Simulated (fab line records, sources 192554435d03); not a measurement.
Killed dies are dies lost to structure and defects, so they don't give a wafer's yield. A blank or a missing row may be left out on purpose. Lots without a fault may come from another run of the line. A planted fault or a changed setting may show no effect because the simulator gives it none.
Which tool did it? | flow n5_finfet | 10 lots, 30 wafers sampled, at 1 step of a route of 1938

WHAT THE GAUGES READ, wafer by wafer
N5_BEOL_M6_INSPECT_58: inspects for defects (darkfield). Usual: raw_defect_count 70, standard deviation 23.
lot  | measured     | on                | raw_defect_count | flag
L880 | day 9 08:58  | defect_inspect-02 | 64 58 77         |
L879 | day 9 10:53  | defect_inspect-01 | 76 55 95         |
L882 | day 10 09:55 | defect_inspect-01 | 47 65 49         |
L883 | day 11 06:53 | defect_inspect-01 | 77 111 75        |
L890 | day 12 21:35 | defect_inspect-02 | 60 83 67         |
L892 | day 12 23:32 | defect_inspect-01 | 92 62 35         |
L893 | day 13 01:32 | defect_inspect-02 | 57 55 38         |
L894 | day 13 02:21 | defect_inspect-02 | 90 43 58         |
L897 | day 13 20:54 | defect_inspect-02 | 68 76 91         |
L896 | day 14 04:04 | defect_inspect-02 | 66 106 51        |

WHICH TOOL RAN EACH LOT (tool, then ch and the chambers of the sampled wafers, then the start)
The record holds no process step before these readings.

WHAT THE TOOLS THEMSELVES READ (means of the sampled wafers that have a number; where no wafer has one, the mark that the record gives instead)
The record holds no such reading with a usual standard deviation.

THE ANSWER, worked out from the rows above alone
Rule: a lot is off if the mean of its wafers that have a number lies more than 3 standard deviations from the usual mean. A lot without any number at a reading at which 4 lots or more have one is off too. The other lots that the step has rows for count as sound. The gauges are gone through in route order, then the tools' own readings, and for those a lot's mean is taken as printed above. The first step at which some lot is off is used, and at that step the reading that is off furthest; a lot without a number counts as furthest.
No lot is off at any reading shown: from this, nothing can be told.

WHAT THE SIMULATOR HAD PUT IN
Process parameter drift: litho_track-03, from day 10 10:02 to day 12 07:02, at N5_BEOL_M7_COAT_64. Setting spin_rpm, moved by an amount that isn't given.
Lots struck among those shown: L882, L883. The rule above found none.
